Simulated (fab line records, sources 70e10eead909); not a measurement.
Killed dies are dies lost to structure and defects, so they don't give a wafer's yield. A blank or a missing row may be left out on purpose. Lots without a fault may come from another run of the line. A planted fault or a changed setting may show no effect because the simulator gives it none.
Chamber matching | flow nand_harc | NHARC_A_CHANNEL_FILL_D2_ALD_02 on ald_hk-03: 4 sister chambers
The step deposits SiO2, target thk 6 nm, pulse time 10 s, ald cycles 60. 4 wafers are shown with their chamber, then 7 later ones without.

WAFERS WITH THEIR CHAMBER
wafer  | chamber | heater_power_w (W)
L386.4 | 2       | 447
L386.5 | 0       | 475
L392.1 | 3       | 522
L392.2 | 1       | 482

WAFERS WITHOUT THEIR CHAMBER
wafer  | heater_power_w (W)
L392.3 | 451
L393.4 | 497
L393.5 | 482
L393.6 | 438
L396.4 | 486
L396.5 | 491
L396.6 | 446

WHICH CHAMBER EACH WENT THROUGH
wafer  | from the rows above          | in truth
L392.3 | 2                            | 2
L393.4 | can't be placed: 1 or 0 or 3 | 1
L393.5 | can't be placed: 1 or 0      | 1
L393.6 | 2                            | 2
L396.4 | can't be placed: 1 or 0      | 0
L396.5 | can't be placed: 1 or 0      | 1
L396.6 | 2                            | 2
Placed correctly: 3 of 7. Can't be placed from these rows: 4 (the true chamber is among the candidates in 4). Placed wrongly: 0.
How it was worked out, from the rows above alone: a wafer's distance from a chamber is the root of the sum, over the readings, of the square of ((its reading less the chamber's mean) divided by the reading's scatter). The wafer belongs to the nearest chamber; if the next one is less than 2 further off, it can't be placed. A chamber's mean is the mean of its shown wafers. The scatter: with one shown wafer a chamber, the root of the mean of the squares of how far each hidden wafer lies from its nearest shown one.
